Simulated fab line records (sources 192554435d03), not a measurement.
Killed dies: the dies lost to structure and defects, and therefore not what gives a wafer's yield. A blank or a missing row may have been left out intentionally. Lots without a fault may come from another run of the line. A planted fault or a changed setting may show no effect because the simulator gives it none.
Matching of chambers | flow n5 finfet | 3 sister chambers for N5_BEOL_M4_DEP_57 on pecvd-04
The step deposits SiCN from 3MS/NH3, target thk 8 nm, time 14 s. 6 wafers are shown with their chamber, then 7 later ones without.

## EACH WAFER AND ITS CHAMBER
wafer  | chamber | showerhead plenum p Torr (Torr) | throttle valve pct (%)
L091.4 | 2       | 3.659                           | 9.3
L092.1 | 1       | 3.646                           | 9.2
L092.2 | 2       | 3.672                           | 9.4
L092.3 | 0       | 3.631                           | 9.1
L097.2 | 1       | 3.651                           | 9.4
L097.4 | 0       | 3.637                           | 9.2

## WAFERS WITH NO CHAMBER GIVEN
wafer  | showerhead plenum p Torr (Torr) | throttle valve pct (%)
L097.6 | 3.651                           | 9.0
L093.1 | 3.668                           | 9.2
L093.2 | 3.635                           | 9.2
L093.4 | 3.639                           | 9.0
L095.3 | 3.671                           | 9.6
L095.4 | 3.631                           | 9.1
L095.5 | 3.666                           | 9.3

## WHICH CHAMBER EACH WENT THROUGH
wafer  | from the rows above          | in truth
L097.6 | can't be placed: 1 or 0 or 2 | 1
L093.1 | can't be placed: 2 or 1      | 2
L093.2 | can't be placed: 0 or 1      | 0
L093.4 | can't be placed: 0 or 1      | 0
L095.3 | 2                            | 2
L095.4 | 0                            | 0
L095.5 | 2                            | 2
3 of 7 placed correctly. Unplaceable from these rows: 4, with the true chamber sitting among the candidates in 4. Placed wrongly: 0.
How it was worked out, from the rows above alone: a wafer's distance from a chamber is the root of the sum, over the readings, of the square of ((its reading less the chamber's mean) divided by the reading's scatter). The wafer belongs to the nearest chamber; if the next one is less than 2 further off, it can't be placed. A chamber's mean is the mean of its shown wafers. How the scatter is found: for the shown wafers, subtract from each reading the mean of its chamber, square and add these, divide the total by (wafers less chambers), then take the root.
